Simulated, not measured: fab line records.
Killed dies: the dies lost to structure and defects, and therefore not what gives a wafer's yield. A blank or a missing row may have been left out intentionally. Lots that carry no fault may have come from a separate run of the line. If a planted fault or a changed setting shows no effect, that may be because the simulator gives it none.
A lot that was struck, set against a sound lot | flow nand-harc | 15 steps out of a route of 1159
Sound: wafers L211.2, L211.5, L211.6. The struck wafers were L222.3, L222.5, L222.6. The cause is named last.
Order at every step that has rows: each side's tool, ch and its chambers, its first start. Under that, the readings that differ: sound wafers | struck wafers | difference of the means | sigmas: that difference in standard deviations of wafers without a fault.
alike: words and numbers the same on both sides, and readings whose means are apart by under 2 such deviations; not compared: readings that were withheld, readings missing a value for some wafer, numbers with overlapping values and no deviation given by the record, and bounds like >300 which may hide the same value.
Wherever a step has rows on one side only, a row that says differs or no value, or a row with sigmas, the two part there. Numbers that have no deviation but don't overlap get no sigmas and don't part them. A reading that every wafer of one side lacks parts them only if that side has two wafers or more.

first, 7 steps without rows for these wafers: NHARC_A_CHANNEL_HOLE_D1_COAT_37 (time 65 s); NHARC_A_CHANNEL_HOLE_D1_COAT_04 (resist thk 90 nm); NHARC_A_CHANNEL_HOLE_D1_SOFTBAKE_05 (time 55 s); NHARC_A_CHANNEL_HOLE_D1_EBR_06; NHARC_A_CHANNEL_HOLE_D1_EXPOSE_07 (exposes mask HOLE D1, target cd 100 nm); NHARC_A_CHANNEL_HOLE_D1_PEB_08 (peb time 65 s); NHARC_A_CHANNEL_HOLE_D1_DEVELOP_09 (develop time 35 s).
NHARC_A_CHANNEL_HOLE_D1_CD_MEAS_10: the cd target is 100 nm.
  sound on cd-sem-02 ch 0, day 8 23:31; struck on cd-sem-03 ch 0, day 11 19:53
  alike: cd-nm
NHARC_A_CHANNEL_HOLE_D1_OVL_MEAS_11:
  sound: overlay-01 at day 8 23:36; struck: overlay-01 at day 11 19:59
  reading           | sound       | struck         | difference | sigmas
  overlay-x-nm (nm) | 1.7 1.6 1.5 | -1.8 -1.3 -1.4 | -3.1       | -3
  alike: overlay-y-nm
NHARC_A_CHANNEL_HOLE_D1_INSPECT_12:
  sound: defect-inspect-01 at day 8 23:38; struck: defect-inspect-02 at day 11 20:02
  alike: raw-defect-count
NHARC_A_CHANNEL_HOLE_D1_DESCUM_15: chemistry O2, time 3 s.
  sound on rie-diel-05 ch 1,2, day 8 23:43; struck on rie-diel-05 ch 0,3, day 11 20:06
  alike: drypump-motor-current-A, oes-product-au, rf-vpp-V, showerhead-plenum-p-Torr, throttle-valve-pct
  not compared: rf-hours-counter-h
NHARC_A_CHANNEL_HOLE_D1_ETCH_38: etches the open film in CF4, target depth 39 nm, time 65 s.
  sound on rie-diel-05 ch 0,1, day 8 23:47; struck on rie-diel-05 ch 0,3, day 11 20:11
  alike: drypump-motor-current-A, oes-product-au, rf-vpp-V, run-length-s, showerhead-plenum-p-Torr, throttle-valve-pct
  not compared: rf-hours-counter-h
NHARC_A_CHANNEL_HOLE_D1_ETCH_39: etches the open film in N2/H2, target depth 260 nm, time 325 s.
  sound on rie-diel-05 ch 0,1,3, day 8 23:57; struck on rie-diel-05 ch 1,2,3, day 11 20:19
  reading          | sound             | struck            | difference | sigmas
  run-length-s (s) | 347.1 346.3 346.7 | 206.0 205.6 205.1 | -141.1     | -99 or more
  alike: drypump-motor-current-A, oes-product-au, rf-vpp-V, showerhead-plenum-p-Torr, throttle-valve-pct
  not compared: rf-hours-counter-h
NHARC_A_CHANNEL_HOLE_D1_ETCH_34: etches the open film in CF4/CHF3, target depth 154 nm, time 77 s.
  sound: rie-diel-05 ch 0,1; struck: rie-diel-05 ch 1,2
  alike: drypump-motor-current-A, oes-product-au, rf-vpp-V, run-length-s, showerhead-plenum-p-Torr, throttle-valve-pct
  not compared: rf-hours-counter-h
-- break in the record here, with 11 days between the starts of the struck wafers on either side (left off in module A_CHANNEL_HOLE_D1, picked up again in module END, where the first step shown is number 1159 on the route) --
NHARC_END_SORT_01:
  sound on prober-02 ch 0, day 19 15:42; struck on prober-01 ch 0, day 23 03:20
  reading         | sound    | struck                                                               | difference                   | sigmas
  hold            | - - -    | await-dispo/0.9h/scrap await-dispo/0.9h/scrap await-dispo/0.9h/scrap | no value on the sound wafers |
  killed-at-array | 27 31 27 | 671 672 671                                                          | +643                         | +49
  killed-at-other | 1 0 1    | 3 3 3                                                                | +2                           | +2
  killed-dies     | 31 36 31 | 677 677 677                                                          | +644                         | +50
  alike: killed-at-periphery, killed-open, killed-short

WHERE THEY PART
Last at NHARC_END_SORT_01 as far as this record goes, first at NHARC_A_CHANNEL_HOLE_D1_OVL_MEAS_11.

WHY: what the simulator had put in
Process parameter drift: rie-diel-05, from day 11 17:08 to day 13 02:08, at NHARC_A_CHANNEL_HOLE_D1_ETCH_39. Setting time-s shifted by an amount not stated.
